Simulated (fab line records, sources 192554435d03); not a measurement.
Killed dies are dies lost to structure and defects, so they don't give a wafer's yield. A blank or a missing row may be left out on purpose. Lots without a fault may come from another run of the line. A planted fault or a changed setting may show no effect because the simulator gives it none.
Tool commonality check | flow n5_finfet | 11 lots, 27 wafers sampled

WHY IT WAS OPENED
At N5_BEOL_M4_RC_MEAS_101 the reading RS_NWELL is flagged on 3 of 11 lots. Wafers without a fault read 1036 ohm/sq, standard deviation 7.1.
Rule: a lot is flagged when every wafer of it that has a number lies more than 4 standard deviations from that mean, or none has a number. The other lots count as sound.

lot  | measured     | on        | RS_NWELL (ohm/sq), wafer by wafer | flag
L508 | day 8 20:34  | prober-02 | 1038 1027 1032                    |
L511 | day 9 22:57  | prober-02 | 1053 1049 1042                    |
L514 | day 10 08:36 | prober-02 | 1965                              | FLAGGED
L515 | day 10 17:46 | prober-02 | 1926                              | FLAGGED
L516 | day 10 22:29 | prober-01 | 1926                              | FLAGGED
L519 | day 11 22:43 | prober-01 | 1037 1029 1036                    |
L520 | day 12 07:16 | prober-01 | 1022 1027 1038                    |
L525 | day 12 23:07 | prober-02 | 1031 1033 1037                    |
L527 | day 13 12:33 | prober-01 | 1036 1041 1024                    |
L526 | day 13 12:44 | prober-02 | 1033 1035 1039                    |
L530 | day 15 19:44 | prober-01 | 1027 1031 1026                    |
The numbers of the flagged lots are 1939 ohm/sq on average: +903 ohm/sq against the usual, or +99 or more standard deviations.

WHICH TOOL RAN EACH LOT
The record holds 3 process steps before the reading, out of a route of 1938 steps. In each cell: the tool, then ch and the chambers that the sampled wafers went through, then the start.
lot  | flag    | N5_MOL_CONTACT_COAG_ALD_20          | N5_MOL_CONTACT_COAG_PRE_CLEAN_142 | N5_MOL_CONTACT_COAG_CMP_23
L508 |         | ald_metal-03 ch 0,1, day 5 00:08    | pvd_sputter-01, day 5 04:07       | cmp-02 ch 0,1,2, day 5 04:22
L511 |         | ald_metal-02 ch 0,1,2, day 5 14:49  | pvd_sputter-03, day 5 19:22       | cmp-03 ch 1,2, day 5 19:38
L514 | FLAGGED | ald_metal-03 ch 1, day 6 12:02      | pvd_sputter-03, day 6 16:31       | cmp-03 ch 0, day 6 16:50
L515 | FLAGGED | ald_metal-01 ch 1, day 6 19:00      | pvd_sputter-03, day 6 23:09       | cmp-03 ch 0, day 6 23:26
L516 | FLAGGED | ald_metal-03 ch 1, day 6 23:08      | pvd_sputter-02, day 7 05:27       | cmp-03 ch 0, day 7 05:49
L519 |         | ald_metal-03 ch 1,3, day 7 18:25    | pvd_sputter-03, day 7 23:00       | cmp-02 ch 1,2, day 7 23:14
L520 |         | ald_metal-01 ch 1,2,3, day 8 05:31  | pvd_sputter-01, day 8 11:26       | cmp-04 ch 0,1, day 8 11:40
L525 |         | ald_metal-03 ch 0,1,3, day 9 07:31  | pvd_sputter-01, day 9 10:45       | cmp-02 ch 0,1,3, day 9 11:04
L527 |         | ald_metal-03 ch 0,3, day 9 15:49    | pvd_sputter-01, day 9 18:50       | cmp-04 ch 2,3, day 9 19:11
L526 |         | ald_metal-02 ch 1,3, day 9 09:15    | pvd_sputter-03, day 9 13:22       | cmp-02 ch 0,1,2, day 9 13:38
L530 |         | ald_metal-02 ch 1,2,3, day 10 11:58 | pvd_sputter-03, day 10 16:18      | cmp-04 ch 0,1,2, day 10 17:02
What these steps do:
- N5_MOL_CONTACT_COAG_ALD_20: deposits TiN, target thk 1.5 nm, pulse time 1 s, purge time 3 s.
- N5_MOL_CONTACT_COAG_PRE_CLEAN_142: time 60 s.
- N5_MOL_CONTACT_COAG_CMP_23: polishes, stops on SiO2, t overpolish 1.5 s, target thk 0 nm.
- N5_BEOL_M4_RC_MEAS_101

FLAGGED OVER TOTAL, TOOL BY TOOL (the gauges that took the reading come last)
step                              | tool           | lots run | flagged | share of the flagged lots | sound lots run after its first flagged lot
N5_MOL_CONTACT_COAG_ALD_20        | ald_metal-01   | 2        | 1       | some                      | 1 (L520)
N5_MOL_CONTACT_COAG_ALD_20        | ald_metal-02   | 3        | 0       | none                      | -
N5_MOL_CONTACT_COAG_ALD_20        | ald_metal-03   | 6        | 2       | some                      | 3 (L519,L525,L527)
N5_MOL_CONTACT_COAG_PRE_CLEAN_142 | pvd_sputter-01 | 4        | 0       | none                      | -
N5_MOL_CONTACT_COAG_PRE_CLEAN_142 | pvd_sputter-02 | 1        | 1       | some                      | 0
N5_MOL_CONTACT_COAG_PRE_CLEAN_142 | pvd_sputter-03 | 6        | 2       | some                      | 3 (L519,L526,L530)
N5_MOL_CONTACT_COAG_CMP_23        | cmp-02         | 4        | 0       | none                      | -
N5_MOL_CONTACT_COAG_CMP_23        | cmp-03         | 4        | 3       | all                       | 0
N5_MOL_CONTACT_COAG_CMP_23        | cmp-04         | 3        | 0       | none                      | -
N5_BEOL_M4_RC_MEAS_101            | prober-01      | 5        | 1       | some                      | 4 (L519,L520,L527,L530)
N5_BEOL_M4_RC_MEAS_101            | prober-02      | 6        | 2       | some                      | 2 (L525,L526)

WHAT THE TABLE ALLOWS
1 row of the table ran every flagged lot: cmp-03 at N5_MOL_CONTACT_COAG_CMP_23.
- cmp-03 at N5_MOL_CONTACT_COAG_CMP_23: 3 of its 4 lots flagged. Its last sound lot is L511 (day 5 19:38), its first flagged lot L514 (day 6 16:50): a fault that began between those two fits. Its own readings lie more than 4 standard deviations out on every wafer of the flagged lots: head_pressure_psi.
One tool is left: cmp-03 at N5_MOL_CONTACT_COAG_CMP_23.

WHAT THE SIMULATOR HAD PUT IN
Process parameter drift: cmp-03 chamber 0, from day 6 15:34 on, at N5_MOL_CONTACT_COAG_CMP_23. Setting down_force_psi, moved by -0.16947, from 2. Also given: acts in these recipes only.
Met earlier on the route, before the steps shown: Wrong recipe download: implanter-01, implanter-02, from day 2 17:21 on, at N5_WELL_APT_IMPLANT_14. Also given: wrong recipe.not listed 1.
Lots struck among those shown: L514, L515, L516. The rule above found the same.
